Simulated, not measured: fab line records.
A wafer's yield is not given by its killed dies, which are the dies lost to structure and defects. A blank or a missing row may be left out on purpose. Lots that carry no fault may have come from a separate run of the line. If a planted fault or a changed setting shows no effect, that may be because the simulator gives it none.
fab line records || flow nandHarc
[record] {"lots": 5, "wafers": 14, "lastDay": 34}
route steps=1302 shown A_BLC@1110
lots untouched by any fault: they come from a run of this same line in which no faults occurred
startH: hours from the record's first day to the start of the lot's first wafer shown || waitH: hours from the lot's prior step to this one || " identical to the entry in the row above || L1.1+2: several wafers, shown together as one row || - no value, or no start was given || * or withheld: withheld || < > ~ a bound
route shown NAME@n: a module of which the file shows steps, and the number in the route of the first || usual: mean and standard deviation over wafers with no fault || same: alike in all rows || chamber/n: place in a boat || sites: the reading at each site || _std_site: their standard deviation || _edge_site: outer sites' mean less inner sites' || radiusMm: for every site, how far away it sits from the centre of the wafer || mask NAME#n: copy n || behind: the tool/chamber that last shaped the wafer || hold: why the lot went on hold/how many hours it stayed there/how the hold came to an end || device: names the non-switching transistor (n, p or np) || end of line: at the end of the route, the tests of the same wafers || where a step has no rows: the recipe by itself || killed: count of dies lost to structure and defects at first sort (not the wafer's yield) || map: a wafer's dies, x killed, . not, _ none there
set.NAME: setting as actually run; set.NAME@STEP: the setting as run at that earlier step || model.NAME: the simulator's own value behind a step, which no gauge read
lots seen at some steps along the route; tables by step, rows by wafer
services: from which hour (startH, from the record's first day; less than 0 if before it) a tool's chamber was out of use, for how many hours, and why
[[steps]]
[step NHARC_A_BLC_COAT_03]
[recipe] {"tempC": 225, "timeS": 65}
[step NHARC_A_BLC_COAT_04]
[recipe] {"spinRpm": 1500, "resistThkNm": 90}
[step NHARC_A_BLC_SOFTBAKE_05]
[recipe] {"tempC": 105, "timeS": 55}
[step NHARC_A_BLC_EBR_06]
[step NHARC_A_BLC_EXPOSE_07]
[recipe] {"na": 1.35, "targetCdNm": 100, "doseMj": 67.97, "maskId": "A_BLC"}
[step NHARC_A_BLC_PEB_08]
[recipe] {"pebTempC": 100, "pebTimeS": 65}
[step NHARC_A_BLC_DEVELOP_09]
[recipe] {"developTimeS": 35, "devTempC": 23}
[step NHARC_A_BLC_CD_MEAS_10]
[recipe] {"targetCdNm": 100, "landingEnergyEv": 500}
[usual] {"cdNm": "100.1/0.51"}
{"lot.wafer": "L684.1", "tool": "cdSem-03", "chamber": 0, "startH": 527.73, "waitH": "-", "cdNm": 99.7}
{"lot.wafer": "L684.3", "tool": "cdSem-03", "chamber": 0, "startH": 527.73, "waitH": "-", "cdNm": 100.4}
{"lot.wafer": "L684.4", "tool": "cdSem-03", "chamber": 0, "startH": 527.73, "waitH": "-", "cdNm": 100.0}
{"lot.wafer": "L694.4", "tool": "cdSem-01", "chamber": 0, "startH": 623.38, "waitH": "-", "cdNm": 100.2}
{"lot.wafer": "L694.6", "tool": "cdSem-01", "chamber": 0, "startH": 623.38, "waitH": "-", "cdNm": 100.0}
{"lot.wafer": "L699.1", "tool": "cdSem-03", "chamber": 0, "startH": 658.00, "waitH": "-", "cdNm": 99.8}
{"lot.wafer": "L699.2", "tool": "cdSem-03", "chamber": 0, "startH": 658.00, "waitH": "-", "cdNm": 99.5}
{"lot.wafer": "L699.4", "tool": "cdSem-03", "chamber": 0, "startH": 658.00, "waitH": "-", "cdNm": 99.5}
{"lot.wafer": "L703.2", "tool": "cdSem-01", "chamber": 0, "startH": 708.74, "waitH": "-", "cdNm": 100.2}
{"lot.wafer": "L703.3", "tool": "cdSem-01", "chamber": 0, "startH": 708.74, "waitH": "-", "cdNm": 100.0}
{"lot.wafer": "L703.5", "tool": "cdSem-01", "chamber": 0, "startH": 708.74, "waitH": "-", "cdNm": 99.3}
{"lot.wafer": "L706.1", "tool": "cdSem-01", "chamber": 0, "startH": 760.66, "waitH": "-", "cdNm": 99.9}
{"lot.wafer": "L706.4", "tool": "cdSem-01", "chamber": 0, "startH": 760.66, "waitH": "-", "cdNm": 99.6}
{"lot.wafer": "L706.6", "tool": "cdSem-01", "chamber": 0, "startH": 760.66, "waitH": "-", "cdNm": 100.1}
[step NHARC_A_BLC_OVL_MEAS_11]
[usual] {"overlayXNm": "0.2/0.8", "overlayYNm": "0.0/0.86"}
{"lot.wafer": "L684.1", "tool": "overlay-01", "chamber": "-", "startH": 527.82, "waitH": "-", "overlayXNm": -0.1, "overlayYNm": 0.0}
{"lot.wafer": "L684.3", "tool": "overlay-01", "chamber": "-", "startH": 527.82, "waitH": "-", "overlayXNm": 0.0, "overlayYNm": -0.1}
{"lot.wafer": "L684.4", "tool": "overlay-01", "chamber": "-", "startH": 527.82, "waitH": "-", "overlayXNm": 0.3, "overlayYNm": 0.3}
{"lot.wafer": "L694.4", "tool": "overlay-01", "chamber": "-", "startH": 623.46, "waitH": "-", "overlayXNm": -0.7, "overlayYNm": -1.5}
{"lot.wafer": "L694.6", "tool": "overlay-01", "chamber": "-", "startH": 623.46, "waitH": "-", "overlayXNm": -0.4, "overlayYNm": -1.0}
{"lot.wafer": "L699.1", "tool": "overlay-02", "chamber": "-", "startH": 658.10, "waitH": "-", "overlayXNm": 0.8, "overlayYNm": -0.7}
{"lot.wafer": "L699.2", "tool": "overlay-02", "chamber": "-", "startH": 658.10, "waitH": "-", "overlayXNm": 1.1, "overlayYNm": -0.2}
{"lot.wafer": "L699.4", "tool": "overlay-02", "chamber": "-", "startH": 658.10, "waitH": "-", "overlayXNm": 0.9, "overlayYNm": 0.1}
{"lot.wafer": "L703.2", "tool": "overlay-02", "chamber": "-", "startH": 708.83, "waitH": "-", "overlayXNm": -0.2, "overlayYNm": 1.5}
{"lot.wafer": "L703.3", "tool": "overlay-02", "chamber": "-", "startH": 708.83, "waitH": "-", "overlayXNm": -0.4, "overlayYNm": 1.7}
{"lot.wafer": "L703.5", "tool": "overlay-02", "chamber": "-", "startH": 708.83, "waitH": "-", "overlayXNm": -0.3, "overlayYNm": 1.4}
{"lot.wafer": "L706.1", "tool": "overlay-02", "chamber": "-", "startH": 760.75, "waitH": "-", "overlayXNm": -0.2, "overlayYNm": -1.8}
{"lot.wafer": "L706.4", "tool": "overlay-02", "chamber": "-", "startH": 760.75, "waitH": "-", "overlayXNm": -0.8, "overlayYNm": -1.3}
{"lot.wafer": "L706.6", "tool": "overlay-02", "chamber": "-", "startH": 760.75, "waitH": "-", "overlayXNm": -0.5, "overlayYNm": -1.1}
[step NHARC_A_BLC_INSPECT_12]
[usual] {"rawDefectCount": "88/39"}
{"lot.wafer": "L684.1", "tool": "defectInspect-01", "chamber": "-", "startH": 527.85, "waitH": 0.0, "rawDefectCount": 108}
{"lot.wafer": "L684.3", "tool": "defectInspect-01", "chamber": "-", "startH": 527.85, "waitH": 0.0, "rawDefectCount": 123}
{"lot.wafer": "L684.4", "tool": "defectInspect-01", "chamber": "-", "startH": 527.85, "waitH": 0.0, "rawDefectCount": 118}
{"lot.wafer": "L694.4", "tool": "defectInspect-02", "chamber": "-", "startH": 623.50, "waitH": 0.0, "rawDefectCount": 117}
{"lot.wafer": "L694.6", "tool": "defectInspect-02", "chamber": "-", "startH": 623.50, "waitH": 0.0, "rawDefectCount": 119}
{"lot.wafer": "L699.1", "tool": "defectInspect-01", "chamber": "-", "startH": 658.13, "waitH": 0.0, "rawDefectCount": 141}
{"lot.wafer": "L699.2", "tool": "defectInspect-01", "chamber": "-", "startH": 658.13, "waitH": 0.0, "rawDefectCount": 133}
{"lot.wafer": "L699.4", "tool": "defectInspect-01", "chamber": "-", "startH": 658.13, "waitH": 0.0, "rawDefectCount": 134}
{"lot.wafer": "L703.2", "tool": "defectInspect-02", "chamber": "-", "startH": 708.86, "waitH": 0.0, "rawDefectCount": 140}
{"lot.wafer": "L703.3", "tool": "defectInspect-02", "chamber": "-", "startH": 708.86, "waitH": 0.0, "rawDefectCount": 156}
{"lot.wafer": "L703.5", "tool": "defectInspect-02", "chamber": "-", "startH": 708.86, "waitH": 0.0, "rawDefectCount": 160}
{"lot.wafer": "L706.1", "tool": "defectInspect-01", "chamber": "-", "startH": 760.79, "waitH": 0.0, "rawDefectCount": 51}
{"lot.wafer": "L706.4", "tool": "defectInspect-01", "chamber": "-", "startH": 760.79, "waitH": 0.0, "rawDefectCount": 32}
{"lot.wafer": "L706.6", "tool": "defectInspect-01", "chamber": "-", "startH": 760.79, "waitH": 0.0, "rawDefectCount": 57}
[step NHARC_A_BLC_DESCUM_15]
[recipe] {"timeS": 3, "o2FlowSccm": 200, "arFlowSccm": 0, "biasPowerW": 0, "chemistry": "O2"}
[usual] {"drypumpMotorCurrentA": "5.8/0.5", "oesProductAu": "0.996/0.01", "rfVppV": "57.7/0.93", "showerheadPlenumPTorr": "1.90/0.1", "throttleValvePct": "11.311/0.0091"}
[same] {"timeS": 3}
{"lot.wafer": "L684.4", "tool": "rieDiel-08", "chamber": 2, "startH": 527.91, "waitH": 0.1, "drypumpMotorCurrentA": 6.5, "oesProductAu": 0.999, "rfHoursCounterH": 11, "rfVppV": 57.3, "showerheadPlenumPTorr": 1.90, "throttleValvePct": 11.327}
{"lot.wafer": "L684.3", "tool": "rieDiel-08", "chamber": 0, "startH": 527.91, "waitH": 0.1, "drypumpMotorCurrentA": 5.7, "oesProductAu": 1.017, "rfHoursCounterH": 12, "rfVppV": 57.1, "showerheadPlenumPTorr": 2.01, "throttleValvePct": 11.310}
{"lot.wafer": "L684.1", "tool": "rieDiel-08", "chamber": 1, "startH": 527.91, "waitH": 0.1, "drypumpMotorCurrentA": 4.9, "oesProductAu": 1.021, "rfHoursCounterH": 11, "rfVppV": 59.0, "showerheadPlenumPTorr": 2.03, "throttleValvePct": 11.297}
{"lot.wafer": "L694.4", "tool": "rieDiel-08", "chamber": 3, "startH": 623.56, "waitH": 0.1, "drypumpMotorCurrentA": 6.0, "oesProductAu": 0.984, "rfHoursCounterH": 5, "rfVppV": 59.1, "showerheadPlenumPTorr": 1.77, "throttleValvePct": 11.318}
{"lot.wafer": "L694.6", "tool": "rieDiel-08", "chamber": 3, "startH": 623.56, "waitH": 0.1, "drypumpMotorCurrentA": 6.0, "oesProductAu": 0.994, "rfHoursCounterH": "-", "rfVppV": 57.3, "showerheadPlenumPTorr": 1.77, "throttleValvePct": 11.322}
{"lot.wafer": "L699.4", "tool": "rieDiel-07", "chamber": 3, "startH": 658.19, "waitH": 0.1, "drypumpMotorCurrentA": 5.3, "oesProductAu": 0.997, "rfHoursCounterH": 0, "rfVppV": 56.7, "showerheadPlenumPTorr": 1.78, "throttleValvePct": 11.316}
{"lot.wafer": "L699.1", "tool": "rieDiel-07", "chamber": 0, "startH": 658.19, "waitH": 0.1, "drypumpMotorCurrentA": 5.4, "oesProductAu": 0.996, "rfHoursCounterH": 0, "rfVppV": 58.2, "showerheadPlenumPTorr": 1.81, "throttleValvePct": 11.323}
{"lot.wafer": "L699.2", "tool": "rieDiel-07", "chamber": 2, "startH": 658.19, "waitH": 0.1, "drypumpMotorCurrentA": 5.6, "oesProductAu": 0.994, "rfHoursCounterH": 0, "rfVppV": 58.4, "showerheadPlenumPTorr": 1.91, "throttleValvePct": 11.325}
{"lot.wafer": "L703.2", "tool": "rieDiel-08", "chamber": 2, "startH": 708.92, "waitH": 0.1, "drypumpMotorCurrentA": 6.5, "oesProductAu": 0.986, "rfHoursCounterH": 15, "rfVppV": 57.2, "showerheadPlenumPTorr": 1.89, "throttleValvePct": 11.303}
{"lot.wafer": "L703.3", "tool": "rieDiel-08", "chamber": 1, "startH": 708.92, "waitH": 0.1, "drypumpMotorCurrentA": 4.9, "oesProductAu": 1.006, "rfHoursCounterH": 12, "rfVppV": 58.0, "showerheadPlenumPTorr": 2.02, "throttleValvePct": 11.325}
{"lot.wafer": "L703.5", "tool": "rieDiel-08", "chamber": 2, "startH": 708.92, "waitH": 0.1, "drypumpMotorCurrentA": 6.5, "oesProductAu": 1.005, "rfHoursCounterH": "-", "rfVppV": 58.2, "showerheadPlenumPTorr": 1.89, "throttleValvePct": 11.311}
{"lot.wafer": "L706.1", "tool": "rieDiel-07", "chamber": 1, "startH": 760.87, "waitH": 0.1, "drypumpMotorCurrentA": 6.4, "oesProductAu": 0.991, "rfHoursCounterH": 7, "rfVppV": 56.9, "showerheadPlenumPTorr": 2.05, "throttleValvePct": 11.316}
{"lot.wafer": "L706.6", "tool": "rieDiel-07", "chamber": 3, "startH": 760.87, "waitH": 0.1, "drypumpMotorCurrentA": 5.3, "oesProductAu": 0.991, "rfHoursCounterH": "-", "rfVppV": 56.8, "showerheadPlenumPTorr": 1.78, "throttleValvePct": 11.325}
{"lot.wafer": "L706.4", "tool": "rieDiel-07", "chamber": 1, "startH": 760.87, "waitH": 0.1, "drypumpMotorCurrentA": 6.4, "oesProductAu": 0.986, "rfHoursCounterH": "-", "rfVppV": 57.8, "showerheadPlenumPTorr": 2.05, "throttleValvePct": 11.316}
[step NHARC_A_BLC_ETCH_16]
[recipe] {"targetDepthA": 390, "overEtchFrac": 0.3, "timeS": 65, "ionEnergyEv": 80, "cf4FlowSccm": 150, "arFlowSccm": 0, "rfW": 300, "biasW": 100, "chemistry": "CF4"}
[usual] {"drypumpMotorCurrentA": "5.8/0.49", "oesProductAu": "0.998/0.011", "rfVppV": "151.2/1.4", "runLengthS": "86.2/0.4", "showerheadPlenumPTorr": "1.76/0.09", "throttleValvePct": "13.284/0.0094"}
[same] {"overEtchFrac": 0.3, "timeS": 65}
{"lot.wafer": "L684.4", "tool": "rieDiel-08", "chamber": 3, "startH": 528.00, "waitH": 0.1, "drypumpMotorCurrentA": 6.0, "oesProductAu": 1.003, "rfHoursCounterH": 13, "rfVppV": 148.6, "runLengthS": 87.0, "showerheadPlenumPTorr": 1.65, "throttleValvePct": 13.292}
{"lot.wafer": "L684.1", "tool": "rieDiel-08", "chamber": 1, "startH": 528.00, "waitH": 0.1, "drypumpMotorCurrentA": 4.9, "oesProductAu": 1.005, "rfHoursCounterH": 11, "rfVppV": 153.4, "runLengthS": 86.7, "showerheadPlenumPTorr": 1.87, "throttleValvePct": 13.288}
{"lot.wafer": "L684.3", "tool": "rieDiel-08", "chamber": 2, "startH": 528.00, "waitH": 0.1, "drypumpMotorCurrentA": 6.5, "oesProductAu": 1.001, "rfHoursCounterH": 11, "rfVppV": 151.0, "runLengthS": 85.4, "showerheadPlenumPTorr": 1.76, "throttleValvePct": 13.288}
{"lot.wafer": "L694.4", "tool": "rieDiel-08", "chamber": 2, "startH": 623.65, "waitH": 0.1, "drypumpMotorCurrentA": 6.5, "oesProductAu": 0.997, "rfHoursCounterH": 5, "rfVppV": 150.4, "runLengthS": 85.5, "showerheadPlenumPTorr": 1.75, "throttleValvePct": 13.285}
{"lot.wafer": "L694.6", "tool": "rieDiel-08", "chamber": 0, "startH": 623.65, "waitH": 0.1, "drypumpMotorCurrentA": 5.7, "oesProductAu": 1.011, "rfHoursCounterH": "-", "rfVppV": 152.9, "runLengthS": 86.0, "showerheadPlenumPTorr": 1.85, "throttleValvePct": 13.303}
{"lot.wafer": "L699.2", "tool": "rieDiel-07", "chamber": 3, "startH": 658.28, "waitH": 0.1, "drypumpMotorCurrentA": 5.3, "oesProductAu": 0.996, "rfHoursCounterH": 0, "rfVppV": 149.8, "runLengthS": 86.4, "showerheadPlenumPTorr": 1.65, "throttleValvePct": 13.292}
{"lot.wafer": "L699.1", "tool": "rieDiel-07", "chamber": 0, "startH": 658.28, "waitH": 0.1, "drypumpMotorCurrentA": 5.4, "oesProductAu": 0.993, "rfHoursCounterH": 0, "rfVppV": 151.0, "runLengthS": 87.0, "showerheadPlenumPTorr": 1.68, "throttleValvePct": 13.280}
{"lot.wafer": "L699.4", "tool": "rieDiel-07", "chamber": 1, "startH": 658.28, "waitH": 0.1, "drypumpMotorCurrentA": 6.4, "oesProductAu": 0.985, "rfHoursCounterH": 0, "rfVppV": 152.8, "runLengthS": 86.0, "showerheadPlenumPTorr": 1.89, "throttleValvePct": 13.261}
{"lot.wafer": "L703.3", "tool": "rieDiel-08", "chamber": 0, "startH": 709.01, "waitH": 0.1, "drypumpMotorCurrentA": 5.7, "oesProductAu": 1.004, "rfHoursCounterH": 14, "rfVppV": 152.1, "runLengthS": 85.9, "showerheadPlenumPTorr": 1.84, "throttleValvePct": 13.278}
{"lot.wafer": "L703.2", "tool": "rieDiel-08", "chamber": 1, "startH": 709.01, "waitH": 0.1, "drypumpMotorCurrentA": 4.9, "oesProductAu": 1.019, "rfHoursCounterH": 12, "rfVppV": 153.0, "runLengthS": 86.6, "showerheadPlenumPTorr": 1.86, "throttleValvePct": 13.282}
{"lot.wafer": "L703.5", "tool": "rieDiel-08", "chamber": 0, "startH": 709.01, "waitH": 0.1, "drypumpMotorCurrentA": 5.7, "oesProductAu": 1.003, "rfHoursCounterH": "-", "rfVppV": 151.5, "runLengthS": 86.2, "showerheadPlenumPTorr": 1.84, "throttleValvePct": 13.285}
{"lot.wafer": "L706.1", "tool": "rieDiel-07", "chamber": 2, "startH": 760.96, "waitH": 0.1, "drypumpMotorCurrentA": 5.6, "oesProductAu": 1.012, "rfHoursCounterH": 7, "rfVppV": 151.9, "runLengthS": 86.2, "showerheadPlenumPTorr": 1.77, "throttleValvePct": 13.294}
{"lot.wafer": "L706.4", "tool": "rieDiel-07", "chamber": 2, "startH": 760.96, "waitH": 0.1, "drypumpMotorCurrentA": 5.7, "oesProductAu": 1.004, "rfHoursCounterH": "-", "rfVppV": 151.5, "runLengthS": 86.8, "showerheadPlenumPTorr": 1.77, "throttleValvePct": 13.289}
{"lot.wafer": "L706.6", "tool": "rieDiel-07", "chamber": 3, "startH": 760.96, "waitH": 0.1, "drypumpMotorCurrentA": 5.3, "oesProductAu": 0.988, "rfHoursCounterH": "-", "rfVppV": 148.8, "runLengthS": 86.0, "showerheadPlenumPTorr": 1.65, "throttleValvePct": 13.275}
[step NHARC_A_BLC_ETCH_17]
[recipe] {"targetDepthA": 3900, "overEtchFrac": 0.25, "timeS": 609.38, "ionEnergyEv": 200, "n2FlowSccm": 150, "h2FlowSccm": 150, "arFlowSccm": 0, "rfW": 400, "biasW": 150, "chemistry": "N2/H2"}
[usual] {"drypumpMotorCurrentA": "5.8/0.5", "h2FlowSccm": "150.0/0.46", "oesProductAu": "0.998/0.011", "rfVppV": "430/3.3", "runLengthS": "630.6/0.41", "showerheadPlenumPTorr": "2.03/0.12", "throttleValvePct": "14.171/0.0085"}
[same] {"overEtchFrac": 0.25}
{"lot.wafer": "L684.4", "tool": "rieDiel-08", "chamber": 1, "startH": 528.09, "waitH": "-", "drypumpMotorCurrentA": 4.9, "h2FlowSccm": 150.0, "oesProductAu": 1.015, "rfHoursCounterH": 11, "rfVppV": 434, "runLengthS": 630.9, "showerheadPlenumPTorr": 2.17, "throttleValvePct": 14.166}
{"lot.wafer": "L684.3", "tool": "rieDiel-08", "chamber": 2, "startH": 528.09, "waitH": "-", "drypumpMotorCurrentA": 6.5, "h2FlowSccm": 150.1, "oesProductAu": 0.989, "rfHoursCounterH": 11, "rfVppV": 430, "runLengthS": 629.7, "showerheadPlenumPTorr": 2.02, "throttleValvePct": 14.169}
{"lot.wafer": "L684.1", "tool": "rieDiel-08", "chamber": 0, "startH": 528.09, "waitH": "-", "drypumpMotorCurrentA": 5.7, "h2FlowSccm": 150.1, "oesProductAu": 1.013, "rfHoursCounterH": 13, "rfVppV": 432, "runLengthS": 630.4, "showerheadPlenumPTorr": 2.14, "throttleValvePct": 14.151}
{"lot.wafer": "L694.4", "tool": "rieDiel-08", "chamber": 3, "startH": 623.78, "waitH": "-", "drypumpMotorCurrentA": 6.0, "h2FlowSccm": 149.7, "oesProductAu": 0.975, "rfHoursCounterH": 6, "rfVppV": 426, "runLengthS": 630.5, "showerheadPlenumPTorr": 1.88, "throttleValvePct": 14.170}
{"lot.wafer": "L694.6", "tool": "rieDiel-08", "chamber": 2, "startH": 623.78, "waitH": "-", "drypumpMotorCurrentA": 6.5, "h2FlowSccm": 149.5, "oesProductAu": 1.005, "rfHoursCounterH": "-", "rfVppV": 429, "runLengthS": 610.0, "showerheadPlenumPTorr": 2.02, "throttleValvePct": 14.171}
{"lot.wafer": "L699.1", "tool": "rieDiel-07", "chamber": 0, "startH": 658.37, "waitH": "-", "drypumpMotorCurrentA": 5.4, "h2FlowSccm": 149.6, "oesProductAu": 0.982, "rfHoursCounterH": 0, "rfVppV": 427, "runLengthS": 631.3, "showerheadPlenumPTorr": 1.92, "throttleValvePct": 14.179}
{"lot.wafer": "L699.2", "tool": "rieDiel-07", "chamber": 1, "startH": 658.37, "waitH": "-", "drypumpMotorCurrentA": 6.4, "h2FlowSccm": 149.9, "oesProductAu": 1.007, "rfHoursCounterH": 0, "rfVppV": 435, "runLengthS": 630.6, "showerheadPlenumPTorr": 2.20, "throttleValvePct": 14.170}
{"lot.wafer": "L699.4", "tool": "rieDiel-07", "chamber": 2, "startH": 658.37, "waitH": "-", "drypumpMotorCurrentA": 5.7, "h2FlowSccm": 150.8, "oesProductAu": 0.998, "rfHoursCounterH": 0, "rfVppV": 431, "runLengthS": 630.8, "showerheadPlenumPTorr": 2.04, "throttleValvePct": 14.174}
{"lot.wafer": "L703.2", "tool": "rieDiel-08", "chamber": 2, "startH": 709.19, "waitH": "-", "drypumpMotorCurrentA": 6.5, "h2FlowSccm": 149.9, "oesProductAu": 0.992, "rfHoursCounterH": 15, "rfVppV": 430, "runLengthS": 629.5, "showerheadPlenumPTorr": 2.02, "throttleValvePct": 14.169}
{"lot.wafer": "L703.3", "tool": "rieDiel-08", "chamber": 3, "startH": 709.19, "waitH": "-", "drypumpMotorCurrentA": 6.0, "h2FlowSccm": 149.8, "oesProductAu": 0.985, "rfHoursCounterH": 15, "rfVppV": 425, "runLengthS": 630.8, "showerheadPlenumPTorr": 1.88, "throttleValvePct": 14.175}
{"lot.wafer": "L703.5", "tool": "rieDiel-08", "chamber": 1, "startH": 709.19, "waitH": "-", "drypumpMotorCurrentA": 4.9, "h2FlowSccm": 149.4, "oesProductAu": 1.006, "rfHoursCounterH": "-", "rfVppV": 434, "runLengthS": 630.8, "showerheadPlenumPTorr": 2.16, "throttleValvePct": 14.170}
{"lot.wafer": "L706.1", "tool": "rieDiel-07", "chamber": 3, "startH": 761.11, "waitH": "-", "drypumpMotorCurrentA": 5.3, "h2FlowSccm": 149.9, "oesProductAu": 0.996, "rfHoursCounterH": 7, "rfVppV": 425, "runLengthS": 630.7, "showerheadPlenumPTorr": 1.89, "throttleValvePct": 14.174}
{"lot.wafer": "L706.6", "tool": "rieDiel-07", "chamber": 3, "startH": 761.11, "waitH": "-", "drypumpMotorCurrentA": 5.3, "h2FlowSccm": 149.6, "oesProductAu": 0.997, "rfHoursCounterH": "-", "rfVppV": 426, "runLengthS": 630.7, "showerheadPlenumPTorr": 1.89, "throttleValvePct": 14.182}
{"lot.wafer": "L706.4", "tool": "rieDiel-07", "chamber": 1, "startH": 761.11, "waitH": "-", "drypumpMotorCurrentA": 6.4, "h2FlowSccm": 149.7, "oesProductAu": 0.989, "rfHoursCounterH": "-", "rfVppV": 435, "runLengthS": 630.6, "showerheadPlenumPTorr": 2.19, "throttleValvePct": 14.168}
[step NHARC_A_BLC_ETCH_18]
[recipe] {"targetDepthA": 9100, "c4f8FlowSccm": 20, "o2FlowSccm": 10, "arFlowSccm": "withheld", "rfW": 600, "biasW": 1500, "chemistry": "C4F8/O2/Ar"}
[usual] {"oesProductAu": "0.950/0.023", "rfVppV": "977/7.3"}
{"lot.wafer": "L684.3", "tool": "rieDiel-08", "chamber": 1, "startH": "-", "waitH": "-", "oesProductAu": 0.936, "rfHoursCounterH": 12, "rfVppV": 987}
{"lot.wafer": "L684.1", "tool": "rieDiel-08", "chamber": 2, "startH": "-", "waitH": "-", "oesProductAu": 0.931, "rfHoursCounterH": 11, "rfVppV": 978}
{"lot.wafer": "L684.4", "tool": "rieDiel-08", "chamber": 3, "startH": "-", "waitH": "-", "oesProductAu": 0.921, "rfHoursCounterH": 13, "rfVppV": 969}
{"lot.wafer": "L694.4", "tool": "rieDiel-08", "chamber": 2, "startH": "-", "waitH": "-", "oesProductAu": 0.963, "rfHoursCounterH": 6, "rfVppV": 978}
{"lot.wafer": "L694.6", "tool": "rieDiel-08", "chamber": 1, "startH": "-", "waitH": "-", "oesProductAu": 0.994, "rfHoursCounterH": "-", "rfVppV": 986}
{"lot.wafer": "L699.4", "tool": "rieDiel-07", "chamber": 3, "startH": "-", "waitH": "-", "oesProductAu": 0.965, "rfHoursCounterH": 0, "rfVppV": 969}
{"lot.wafer": "L699.1", "tool": "rieDiel-07", "chamber": 1, "startH": "-", "waitH": "-", "oesProductAu": 0.974, "rfHoursCounterH": 0, "rfVppV": 987}
{"lot.wafer": "L699.2", "tool": "rieDiel-07", "chamber": 2, "startH": "-", "waitH": "-", "oesProductAu": 0.972, "rfHoursCounterH": 0, "rfVppV": 978}
{"lot.wafer": "L703.3", "tool": "rieDiel-08", "chamber": 0, "startH": "-", "waitH": "-", "oesProductAu": 0.926, "rfHoursCounterH": 15, "rfVppV": 984}
{"lot.wafer": "L703.2", "tool": "rieDiel-08", "chamber": 1, "startH": "-", "waitH": "-", "oesProductAu": 0.927, "rfHoursCounterH": 13, "rfVppV": 984}
{"lot.wafer": "L703.5", "tool": "rieDiel-08", "chamber": 0, "startH": "-", "waitH": "-", "oesProductAu": 0.928, "rfHoursCounterH": "-", "rfVppV": 986}
{"lot.wafer": "L706.1", "tool": "rieDiel-07", "chamber": 3, "startH": "-", "waitH": "-", "oesProductAu": 0.941, "rfHoursCounterH": 7, "rfVppV": 968}
{"lot.wafer": "L706.4", "tool": "rieDiel-07", "chamber": 2, "startH": "-", "waitH": "-", "oesProductAu": 0.970, "rfHoursCounterH": "-", "rfVppV": 979}
{"lot.wafer": "L706.6", "tool": "rieDiel-07", "chamber": 3, "startH": "-", "waitH": "-", "oesProductAu": 0.946, "rfHoursCounterH": "-", "rfVppV": 969}
[[services]]
{"tool": "rieDiel-08", "chamber": 2, "startH": 504.78, "hours": 13.1, "kind": "repair"}
{"tool": "rieDiel-08", "chamber": 0, "startH": 508.75, "hours": 1.8, "kind": "repair"}
{"tool": "rieDiel-07", "chamber": 2, "startH": 515.16, "hours": 6.4, "kind": "repair"}
{"tool": "rieDiel-08", "chamber": 0, "startH": 524.08, "hours": "-", "kind": "clean"}
{"tool": "rieDiel-08", "chamber": 1, "startH": 524.08, "hours": "-", "kind": "clean"}
{"tool": "rieDiel-08", "chamber": 2, "startH": 524.08, "hours": "-", "kind": "clean"}
{"tool": "rieDiel-08", "chamber": 3, "startH": 524.08, "hours": "-", "kind": "clean"}
{"tool": "rieDiel-08", "chamber": "-", "startH": 545.07, "hours": 9.0, "kind": "pm"}
{"tool": "rieDiel-08", "chamber": 0, "startH": 545.07, "hours": 9.0, "kind": "ventCycle"}
{"tool": "rieDiel-08", "chamber": 1, "startH": 545.07, "hours": 9.0, "kind": "ventCycle"}
{"tool": "rieDiel-08", "chamber": 2, "startH": 545.07, "hours": 9.0, "kind": "ventCycle"}
{"tool": "rieDiel-08", "chamber": 3, "startH": 545.07, "hours": 9.0, "kind": "ventCycle"}
{"tool": "rieDiel-08", "chamber": 0, "startH": 554.07, "hours": "-", "kind": "clean"}
{"tool": "rieDiel-08", "chamber": 1, "startH": 554.07, "hours": "-", "kind": "clean"}
{"tool": "rieDiel-08", "chamber": 2, "startH": 554.07, "hours": "-", "kind": "clean"}
{"tool": "rieDiel-07", "chamber": 2, "startH": 571.77, "hours": 4.2, "kind": "repair"}
{"tool": "rieDiel-08", "chamber": 1, "startH": 580.77, "hours": 6.0, "kind": "repair"}
{"tool": "rieDiel-07", "chamber": 1, "startH": 618.74, "hours": 2.8, "kind": "repair"}
{"tool": "rieDiel-07", "chamber": 2, "startH": 622.33, "hours": 3.4, "kind": "repair"}
{"tool": "rieDiel-08", "chamber": "-", "startH": 637.72, "hours": 0.4, "kind": "repair"}
{"tool": "rieDiel-07", "chamber": "-", "startH": 648.21, "hours": 9.0, "kind": "pm"}
{"tool": "rieDiel-08", "chamber": 1, "startH": 664.26, "hours": 9.4, "kind": "repair"}
{"tool": "rieDiel-08", "chamber": "-", "startH": 722.07, "hours": 9.0, "kind": "pm"}
{"tool": "rieDiel-07", "chamber": 0, "startH": 756.97, "hours": 5.3, "kind": "repair"}
[[key]]
[firstSign] {"step": "NHARC_A_BLC_ETCH_17", "reading": "runLengthS", "direction": "down", "sigmas": 50, "usual": "*", "struck": "*"}
effect none on later readings
metAt NHARC_A_BLC_ETCH_17
struckWafers L694.6
testerLeftOut L694
onsetBetween 528.09 623.78
[fault] {"kind": "processParameterDrift", "tool": "rieDiel-08", "chamber": "-", "onsetH": 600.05, "steps": "NHARC_A_BLC_ETCH_17", "channel": "timeS", "offset": "*", "shape": "step", "endH": 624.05, "scope": "struckWafersOnly", "actsIn": "*", "stated": "*"}
// testerLeftOut: of these lots the tester's yield and bins aren't shown, on N5 and GAA mostly nor the transistor test; their killed dies are dies lost to structure and defects alone, not to doping, threshold or leakage, so they don't give the yield
